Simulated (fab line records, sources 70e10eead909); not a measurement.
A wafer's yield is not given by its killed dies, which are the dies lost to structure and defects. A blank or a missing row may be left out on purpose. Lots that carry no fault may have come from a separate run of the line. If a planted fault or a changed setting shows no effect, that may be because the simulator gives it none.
Matching of chambers || flow nand_harc || 4 sister chambers for NHARC_P_GATE_ETCH_104 on rie_diel-01
The step etches the open film in CF4/CHF3, target depth 60 nm. 4 wafers are shown with their chamber, then 8 later ones without.

WAFERS PAIRED WITH THEIR CHAMBERS
{"wafer": "L088.3", "chamber": 1, "drypump_motor_current_A (A)": 6.6}
{"wafer": "L088.5", "chamber": 3, "drypump_motor_current_A (A)": 5.0}
{"wafer": "L088.6", "chamber": 2, "drypump_motor_current_A (A)": 5.6}
{"wafer": "L090.1", "chamber": 0, "drypump_motor_current_A (A)": 6.1}

WAFERS WITHOUT THEIR CHAMBER
{"wafer": "L090.2", "drypump_motor_current_A (A)": 6.5}
{"wafer": "L090.5", "drypump_motor_current_A (A)": 6.1}
{"wafer": "L092.1", "drypump_motor_current_A (A)": 5.6}
{"wafer": "L092.2", "drypump_motor_current_A (A)": 5.0}
{"wafer": "L092.3", "drypump_motor_current_A (A)": 6.1}
{"wafer": "L095.2", "drypump_motor_current_A (A)": 5.0}
{"wafer": "L095.4", "drypump_motor_current_A (A)": 6.5}
{"wafer": "L095.6", "drypump_motor_current_A (A)": 5.5}

CHAMBER TAKEN BY EACH
{"wafer": "L090.2", "from the rows above": 1, "in truth": 1}
{"wafer": "L090.5", "from the rows above": 0, "in truth": 0}
{"wafer": "L092.1", "from the rows above": 2, "in truth": 2}
{"wafer": "L092.2", "from the rows above": 3, "in truth": 3}
{"wafer": "L092.3", "from the rows above": 0, "in truth": 0}
{"wafer": "L095.2", "from the rows above": 3, "in truth": 3}
{"wafer": "L095.4", "from the rows above": 1, "in truth": 1}
{"wafer": "L095.6", "from the rows above": 2, "in truth": 2}
Placed correctly: 8 of 8. Can't be placed from these rows: 0. Placed wrongly: 0.
How it was worked out, from the rows above alone: a wafer's distance from a chamber is the root of the sum, over the readings, of the square of ((its reading less the chamber's mean) divided by the reading's scatter). The wafer belongs to the nearest chamber; if the next one is less than 2 further off, it can't be placed. For every chamber, the mean is computed from those of its wafers that are shown. The scatter (one wafer shown for each chamber): square how far every hidden wafer sits from the nearest shown wafer, average those squares and take the square root.
